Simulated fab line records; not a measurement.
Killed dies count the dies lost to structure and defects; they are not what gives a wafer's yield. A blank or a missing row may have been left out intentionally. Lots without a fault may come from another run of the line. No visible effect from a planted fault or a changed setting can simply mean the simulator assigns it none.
What tool caused it? :: flow n5Finfet :: 10 lots with 30 wafers sampled at 2 steps, on a route of 1938 steps

== WHAT THE GAUGES SHOWED, per wafer ==
N5_BEOL_M7_CD_MEAS_18: pitch 80 nm, target cd 40 nm.
lot: L162
measured: day 10 19:37
on: cdSem-01
cdNm (nm): 41.0 39.9 40.4

lot: L164
measured: day 11 06:32
on: cdSem-03
cdNm (nm): 40.0 39.4 40.3

lot: L163
measured: day 11 16:32
on: cdSem-01
cdNm (nm): 40.0 40.6 39.8

lot: L165
measured: day 11 20:15
on: cdSem-02
cdNm (nm): 39.1 39.2 40.4

lot: L167
measured: day 12 16:09
on: cdSem-02
cdNm (nm): 39.5 40.1 41.3

lot: L175
measured: day 14 19:41
on: cdSem-03
cdNm (nm): 38.9 39.8 40.0

lot: L178
measured: day 15 11:44
on: cdSem-01
cdNm (nm): 38.2 39.5 39.8

lot: L179
measured: day 15 19:02
on: cdSem-03
cdNm (nm): 39.8 40.7 40.1

lot: L181
measured: day 16 16:17
on: cdSem-01
cdNm (nm): 41.0 40.2 40.4

lot: L183
measured: day 17 19:47
on: cdSem-01
cdNm (nm): 40.0 40.2 39.8

== EACH LOT AND THE TOOL THAT RAN IT (in order: tool; ch and the chambers of the sampled wafers; start) ==
lot: L162
N5_BEOL_M7_HM_OPEN_17: rieMetal-02 ch 0,1, day 10 19:28

lot: L164
N5_BEOL_M7_HM_OPEN_17: rieMetal-01 ch 0,1, day 11 06:16

lot: L163
N5_BEOL_M7_HM_OPEN_17: rieMetal-02 ch 1, day 11 16:16

lot: L165
N5_BEOL_M7_HM_OPEN_17: rieMetal-01 ch 0,1, day 11 20:04

lot: L167
N5_BEOL_M7_HM_OPEN_17: rieMetal-01 ch 1, day 12 15:58

lot: L175
N5_BEOL_M7_HM_OPEN_17: rieMetal-03 ch 0,1, day 14 19:30

lot: L178
N5_BEOL_M7_HM_OPEN_17: rieMetal-01 ch 0, day 15 11:28

lot: L179
N5_BEOL_M7_HM_OPEN_17: rieMetal-01 ch 0, day 15 18:49

lot: L181
N5_BEOL_M7_HM_OPEN_17: rieMetal-01 ch 0, day 16 16:01

lot: L183
N5_BEOL_M7_HM_OPEN_17: rieMetal-02 ch 0,1, day 17 19:38
- N5_BEOL_M7_HM_OPEN_17: chemistry Cl2/BCl3, target TiN, target depth 20 nm, overetch 6 nm.

== THE ANSWER, worked out from the rows above alone ==
Rule: the usual values come from the lots themselves. Put in order of their means at a reading, lots are off if they are a third of the lots or fewer, leave a main group of 4 or more, and stand apart from it by a gap of 3 or more times the standard deviation of the main group's means; of several such gaps the widest counts. A main group is skipped when, at the precision printed for the reading in the tables above, its means are all equal. Also off: a lot with no number at a reading for which 4 or more lots have one. Where the step has rows for the other lots, those lots are counted as sound.
None of the lots is off at any reading shown; this tells nothing.

== WHAT THE SIMULATOR HAD PUT IN ==
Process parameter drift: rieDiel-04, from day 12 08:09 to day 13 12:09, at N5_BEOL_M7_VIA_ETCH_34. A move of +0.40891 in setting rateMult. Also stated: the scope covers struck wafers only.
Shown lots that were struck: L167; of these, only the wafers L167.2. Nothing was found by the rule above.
